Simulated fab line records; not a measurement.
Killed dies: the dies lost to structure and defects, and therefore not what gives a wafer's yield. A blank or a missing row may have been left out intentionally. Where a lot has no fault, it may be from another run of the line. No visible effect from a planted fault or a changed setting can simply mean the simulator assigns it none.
fab line records	flow n5-finfet
record: lots: 7	wafers: 39
route steps=1938 shown BEOL_M10@1512
start-h: hours from the record's opening day to when the first of the lot's shown wafers began	wait-h: time in hours since the lot's previous step	" identical to the entry in the row above	L1.1+2: a row that stands for several wafers	- no value present, or no start provided	* or withheld: withheld	< > ~ a bound
route shown NAME@n: names a module that has steps shown in the file, with the first one's number in the route	usual: mean/standard deviation taken from wafers without a fault	same: alike in all rows	chamber/n: place in a boat	sites: each site's reading	_std_site: the values' standard deviation	_edge_site: mean of outer sites minus mean of inner sites	radius-mm: for every site, how far away it sits from the centre of the wafer	mask NAME#n: copy n	behind: the most recent tool/chamber to have shaped the wafer	hold: why the lot went on hold/how many hours it stayed there/how the hold came to an end	device: which transistor (n, p or np) failed to switch	end of line: tests run on the same wafers once the route is complete	a step without rows: its recipe alone	killed: count of dies lost to structure and defects at first sort (not the wafer's yield)	map: per-die view of a wafer (x killed, . not killed, _ where there is no die)
set.NAME: the run value of the setting; set.NAME@STEP: its run value at that earlier step	model.NAME: the simulator's own value behind a step, which no gauge read
lots with deliberately changed settings; one table per step, one row per wafer
== steps ==
step: N5_BEOL_M10_TRENCH_ETCH_37
recipe: chemistry: C4F6/O2	target-depth-a: 1488.3	target: SiCOH_lowk	time-s: 48	ion-energy-ev: 250	pressure-mtorr: 30	source-w: 345	bias-w: 185	Ar_flow_sccm: 300	C4F6_flow_sccm: 10	O2_flow_sccm: 10
lot.wafer	tool	chamber	start-h	wait-h	set.target-depth-a	model.BEOL_M10.feature-depth-nm	model.etch.depth-nm	model.TiN_of_BEOL_M10_HM_DEP_02.thk-nm
L081.1	rie-diel-04	1	-	-	1488.3	150.4	150.4	15.8
L081.2	"	0	"	"	1488.3	150.2	150.3	15.6
L081.3	"	3	"	"	1488.3	150.8	150.9	15.8
L081.4	"	2	"	"	1488.3	151.6	151.6	15.4
L081.5	"	3	"	"	1488.3	149.6	149.7	15.8
L081.6	"	0	"	"	1488.3	151.2	151.2	15.6
L083.1	rie-diel-04	0	-	-	1488.3	150	149.9	15.4
L083.2	"	3	"	"	1163	116.4	116.3	16.2
L083.3	"	1	"	"	1163	116	115.9	16.4
L083.4	"	2	"	"	1488.3	149.4	149.4	15.6
L083.5	"	3	"	"	1163	115.4	115.4	16.6
L083.6	"	2	"	"	1488.3	150.4	150.5	15.4
L084.1	rie-diel-03	0	-	-	2213	227.2	227.1	13.8
L084.2	"	1	"	"	1488.3	150	150.1	16
L084.3	"	2	"	"	1488.3	150.6	150.6	16
L084.4	"	3	"	"	2213	220.8	220.8	14
L084.5	"	2	"	"	2213	225.4	225.4	14
L084.6	"	1	"	"	1488.3	149.6	149.5	16
L086.1	rie-diel-04	1	-	-	1488.3	149.4	149.4	16.4
L086.2	"	2	"	"	1488.3	150	150	16
L086.3	"	3	"	"	1488.3	147.8	147.8	16.2
L087.1	rie-diel-02	3	-	-	2271	222.6	222.6	13.6
L087.2	"	2	"	"	2271	226.4	226.4	13.8
L087.3	"	0	"	"	1488.3	151.8	151.8	15.8
L087.4	"	1	"	"	1488.3	150.2	150.2	15.8
L087.5	"	2	"	"	1488.3	147.2	147.1	15.8
L087.6	"	1	"	"	2271	230.8	230.9	13.6
L091.1	rie-diel-03	2	-	-	1488.3	150.2	150.2	15.6
L091.2	"	1	"	"	1488.3	149.4	149.4	15.8
L091.3	"	0	"	"	2067	210	210	14
L091.4	"	3	"	"	2067	203	203.1	14
L091.5	"	2	"	"	2067	207.8	207.8	14
L091.6	"	1	"	"	1488.3	147.8	147.9	16
L096.1	rie-diel-02	0	-	-	1488.3	150.2	150.3	16
L096.2	"	1	"	"	1915	192.2	192.3	14.8
L096.3	"	2	"	"	1915	187.8	187.9	14.8
L096.4	"	3	"	"	1488.3	150	150	15.8
L096.5	"	0	"	"	1488.3	150.4	150.4	15.8
L096.6	"	1	"	"	1915	191.8	191.7	15
step: N5_BEOL_M10_ETCH_41
recipe: chemistry: CH3F/O2	target: SiCN	target-depth-a: 426	taper-deg: 2	time-s: 86	ion-energy-ev: 120	mask-material: TiN	pressure-mtorr: 30	source-w: 395	bias-w: 75	Ar_flow_sccm: 150	CH3F_flow_sccm: 30	O2_flow_sccm: 20
step: N5_BEOL_M10_STRIP_77
recipe: chemistry: N2/H2	time-s: 10	power-w: 450	temp-c: 40	pressure-mtorr: 20	rf-frequency-hz: 6e+07	bias-power-w: 7	n2-flow-sccm: 200	h2-flow-sccm: 200
step: N5_BEOL_M10_OCD_MEAS_38
usual: trench-depth-nm: 149.5/1.9
lot.wafer	tool	chamber	start-h	wait-h	set.target-depth-a@BEOL_M10_TRENCH_ETCH_37	trench-depth-nm
L081.1	ocd-02	-	261.81	-	1488.3	150.3
L081.2	"	-	"	"	1488.3	150.0
L081.3	"	-	"	"	1488.3	151.1
L081.4	"	-	"	"	1488.3	151.5
L081.5	"	-	"	"	1488.3	149.6
L081.6	"	-	"	"	1488.3	151.1
L083.1	ocd-01	-	275.74	-	1488.3	149.7
L083.2	"	-	"	"	1163	116.1
L083.3	"	-	"	"	1163	115.4
L083.4	"	-	"	"	1488.3	149.1
L083.5	"	-	"	"	1163	115.3
L083.6	"	-	"	"	1488.3	150.3
L084.1	ocd-02	-	283.44	-	2213	226.5
L084.2	"	-	"	"	1488.3	150.1
L084.3	"	-	"	"	1488.3	150.7
L084.4	"	-	"	"	2213	221.0
L084.5	"	-	"	"	2213	225.4
L084.6	"	-	"	"	1488.3	149.8
L086.1	ocd-02	-	285.58	-	1488.3	149.2
L086.2	"	-	"	"	1488.3	150.0
L086.3	"	-	"	"	1488.3	148.1
L087.1	ocd-01	-	306.18	-	2271	-
L087.2	"	-	"	"	2271	-
L087.3	"	-	"	"	1488.3	152.3
L087.4	"	-	"	"	1488.3	150.3
L087.5	"	-	"	"	1488.3	-
L087.6	"	-	"	"	2271	231.0
L091.1	ocd-01	-	332.20	-	1488.3	150.1
L091.2	"	-	"	"	1488.3	149.6
L091.3	"	-	"	"	2067	209.7
L091.4	"	-	"	"	2067	203.7
L091.5	"	-	"	"	2067	207.8
L091.6	"	-	"	"	1488.3	148.0
L096.1	ocd-01	-	363.29	-	1488.3	150.2
L096.2	"	-	"	"	1915	191.9
L096.3	"	-	"	"	1915	187.7
L096.4	"	-	"	"	1488.3	150.4
L096.5	"	-	"	"	1488.3	149.5
L096.6	"	-	"	"	1915	191.4
step: N5_BEOL_M10_HM_STRIP_39
recipe: chemistry: peroxide-tin-strip	material: TiN	target-depth-a: 250	temp-c: 50	time-s: 158
step: N5_BEOL_M10_SRD_40
recipe: time-s: 30	temp-c: 23	rinse-liquid: diw	dry: ipa-marangoni
step: N5_BEOL_M10_ECD_50
recipe: material: Cu	target-thk-a: 3180
step: N5_BEOL_M10_ANNEAL_51
recipe: temp-c: 225	time-s: 90	ambient: N2
step: N5_BEOL_M10_CMP_52
recipe: stop-on: SiCOH_lowk	t-overpolish-s: 7	down-force-psi: 1	platen-rpm: 50	clearing-platen-down-force-psi: 1.5	clearing-platen-rpm: 50	post-cmp-clean: cu-alkaline	target-thk-nm: 140	clearing-platen-pad-velocity-m-s: 0.99484	pad-velocity-m-s: 0.99484
lot.wafer	tool	chamber	start-h	wait-h	set.target-depth-a@BEOL_M10_TRENCH_ETCH_37	model.Cu_of_BEOL_M10_ECD_50.thk-nm
L081.4	cmp-02	1	264.13	0.1	1488.3	143.4
L081.1	"	2	"	"	1488.3	142
L081.3	"	3	"	"	1488.3	141.6
L081.2	"	0	"	"	1488.3	141.4
L081.5	"	1	"	"	1488.3	141.2
L081.6	"	2	"	"	1488.3	141.8
L083.2	cmp-02	2	277.70	0.2	1163	108
L083.1	"	3	"	"	1488.3	142.4
L083.4	"	0	"	"	1488.3	140.6
L083.3	"	1	"	"	1163	108.2
L083.5	"	2	"	"	1163	107.4
L083.6	"	3	"	"	1488.3	143.2
L084.1	cmp-01	1	285.81	0.3	2213	218
L084.3	"	2	"	"	1488.3	141.4
L084.4	"	3	"	"	2213	211.4
L084.2	"	0	"	"	1488.3	139.2
L084.6	"	1	"	"	1488.3	139.8
L084.5	"	2	"	"	2213	215.4
L086.1	cmp-04	0	287.52	0.3	1488.3	140.4
L086.2	"	1	"	"	1488.3	141.6
L086.3	"	2	"	"	1488.3	137.8
L087.4	cmp-01	1	308.77	0.1	1488.3	142.4
L087.2	"	2	"	"	2271	218.4
L087.3	"	3	"	"	1488.3	143.4
L087.1	"	0	"	"	2271	214
L087.5	"	1	"	"	1488.3	139.4
L087.6	"	2	"	"	2271	223.2
L091.4	cmp-04	3	335.40	0.3	2067	195
L091.2+1	"	0,2	"	"	1488.3	139.8
L091.3	"	1	"	"	2067	200.6
L091.6	"	3	"	"	1488.3	139.6
L091.5	"	0	"	"	2067	198.6
L096.2	cmp-02	0	365.04	0.2	1915	185
L096.1	"	1	"	"	1488.3	144
L096.4	"	2	"	"	1488.3	142.6
L096.3	"	3	"	"	1915	179
L096.5	"	0	"	"	1488.3	143
L096.6	"	1	"	"	1915	184.6
step: N5_BEOL_M10_THK_MEAS_53
recipe: thk-meas-gauge: xrf	reads: Cu_of_BEOL_M10_ECD_50
usual: M10_THK: 139.5/2.3
lot.wafer	tool	chamber	start-h	wait-h	set.target-depth-a@BEOL_M10_TRENCH_ETCH_37	M10_THK[nm]
L081.1	film-metro-02	-	264.42	-	1488.3	140.6
L081.2	"	-	"	"	1488.3	140.0
L081.3	"	-	"	"	1488.3	140.2
L081.4	"	-	"	"	1488.3	141.7
L081.5	"	-	"	"	1488.3	140.0
L081.6	"	-	"	"	1488.3	140.5
L083.1	film-metro-01	-	278.00	-	1488.3	139.6
L083.2	"	-	"	"	1163	106.2
L083.3	"	-	"	"	1163	106.8
L083.4	"	-	"	"	1488.3	138.3
L083.5	"	-	"	"	1163	105.5
L083.6	"	-	"	"	1488.3	140.9
L084.1	film-metro-02	-	286.10	-	2213	216.0
L084.2	"	-	"	"	1488.3	138.2
L084.3	"	-	"	"	1488.3	140.2
L084.4	"	-	"	"	2213	209.8
L084.5	"	-	"	"	2213	213.6
L084.6	"	-	"	"	1488.3	139.0
L086.1	film-metro-02	-	287.81	-	1488.3	138.3
L086.2	"	-	"	"	1488.3	139.2
L086.3	"	-	"	"	1488.3	135.7
L087.1	film-metro-02	-	309.06	-	2271	-
L087.2	"	-	"	"	2271	-
L087.3	"	-	"	"	1488.3	141.4
L087.4	"	-	"	"	1488.3	140.6
L087.5	"	-	"	"	1488.3	-
L087.6	"	-	"	"	2271	220.9
L091.1	film-metro-01	-	335.70	-	1488.3	137.8
L091.2	"	-	"	"	1488.3	137.8
L091.3	"	-	"	"	2067	197.5
L091.4	"	-	"	"	2067	192.8
L091.5	"	-	"	"	2067	196.5
L091.6	"	-	"	"	1488.3	138.0
L096.1	film-metro-01	-	365.33	-	1488.3	140.7
L096.2	"	-	"	"	1915	181.5
L096.3	"	-	"	"	1915	175.2
L096.4	"	-	"	"	1488.3	139.6
L096.5	"	-	"	"	1488.3	140.0
L096.6	"	-	"	"	1915	181.1
step: N5_BEOL_M10_PRE_CLEAN_55
recipe: gas: NH3	time-s: 15	temp-c: withheld	rf-power-w: 300
step: N5_BEOL_M10_DEP_56
recipe: material: SiCN	target-thk-a: 150	temp-c: withheld	precursor: 3MS/NH3	pressure-torr: 3	rf-w: 202	time-s: 26.5
step: N5_BEOL_M10_RS_MEAS_57
recipe: thk-meas-gauge: four-point-probe	reads: Cu_of_BEOL_M10_ECD_50+Co_of_BEOL_M10_CVD_75+TaN_of_BEOL_M10_ALD_74
usual: M10_RS: 0.1496/0.0025
lot.wafer	tool	chamber	start-h	wait-h	set.target-depth-a@BEOL_M10_TRENCH_ETCH_37	M10_RS[ohm/sq]
L081.1	film-metro-02	-	264.56	0.1	1488.3	0.1486
L081.2	"	-	"	"	1488.3	0.1494
L081.3	"	-	"	"	1488.3	0.1489
L081.4	"	-	"	"	1488.3	0.1471
L081.5	"	-	"	"	1488.3	0.1494
L081.6	"	-	"	"	1488.3	0.1487
L083.1	film-metro-02	-	278.13	0.1	1488.3	0.1482
L083.2	"	-	"	"	1163	0.2019
L083.3	"	-	"	"	1163	0.2012
L083.4	"	-	"	"	1488.3	0.1497
L083.5	"	-	"	"	1163	0.2029
L083.6	"	-	"	"	1488.3	0.1470
L084.1	film-metro-02	-	286.24	0.1	2213	0.0935
L084.2	"	-	"	"	1488.3	0.1519
L084.3	"	-	"	"	1488.3	0.1493
L084.4	"	-	"	"	2213	0.0965
L084.5	"	-	"	"	2213	0.0946
L084.6	"	-	"	"	1488.3	0.1512
L086.1	film-metro-02	-	287.95	0.1	1488.3	0.1500
L086.2	"	-	"	"	1488.3	0.1492
L086.3	"	-	"	"	1488.3	0.1535
L087.1	film-metro-01	-	309.20	0.1	2271	-
L087.2	"	-	"	"	2271	-
L087.3	"	-	"	"	1488.3	0.1465
L087.4	"	-	"	"	1488.3	0.1478
L087.5	"	-	"	"	1488.3	-
L087.6	"	-	"	"	2271	0.0909
L091.1	film-metro-01	-	335.83	0.1	1488.3	0.1507
L091.2	"	-	"	"	1488.3	0.1507
L091.3	"	-	"	"	2067	0.1019
L091.4	"	-	"	"	2067	0.1050
L091.5	"	-	"	"	2067	0.1030
L091.6	"	-	"	"	1488.3	0.1513
L096.1	film-metro-02	-	365.47	0.1	1488.3	0.1464
L096.2	"	-	"	"	1915	0.1113
L096.3	"	-	"	"	1915	0.1153
L096.4	"	-	"	"	1488.3	0.1479
L096.5	"	-	"	"	1488.3	0.1472
L096.6	"	-	"	"	1915	0.1115
== key ==
split: step: N5_BEOL_M10_TRENCH_ETCH_37	setting: target-depth-a	stated: 1488.3	by: wafer
response: step: N5_BEOL_M10_TRENCH_ETCH_37	reading: model.BEOL_M10.feature-depth-nm	change: +1.49	per: 1%	r: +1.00
response: step: N5_BEOL_M10_TRENCH_ETCH_37	reading: model.etch.depth-nm	change: +1.49	per: 1%	r: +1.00
response: step: N5_BEOL_M10_TRENCH_ETCH_37	reading: model.TiN_of_BEOL_M10_HM_DEP_02.thk-nm	change: -0.0418	per: 1%	r: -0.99
response: step: N5_BEOL_M10_OCD_MEAS_38	reading: trench-depth-nm	change: +1.5	per: 1%	r: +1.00
response: step: N5_BEOL_M10_CMP_52	reading: model.Cu_of_BEOL_M10_ECD_50.thk-nm	change: +1.49	per: 1%	r: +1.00
response: step: N5_BEOL_M10_THK_MEAS_53	reading: M10_THK	change: +1.49	per: 1%	r: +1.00
response: step: N5_BEOL_M10_RS_MEAS_57	reading: M10_RS	change: -0.00126	per: 1%	r: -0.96
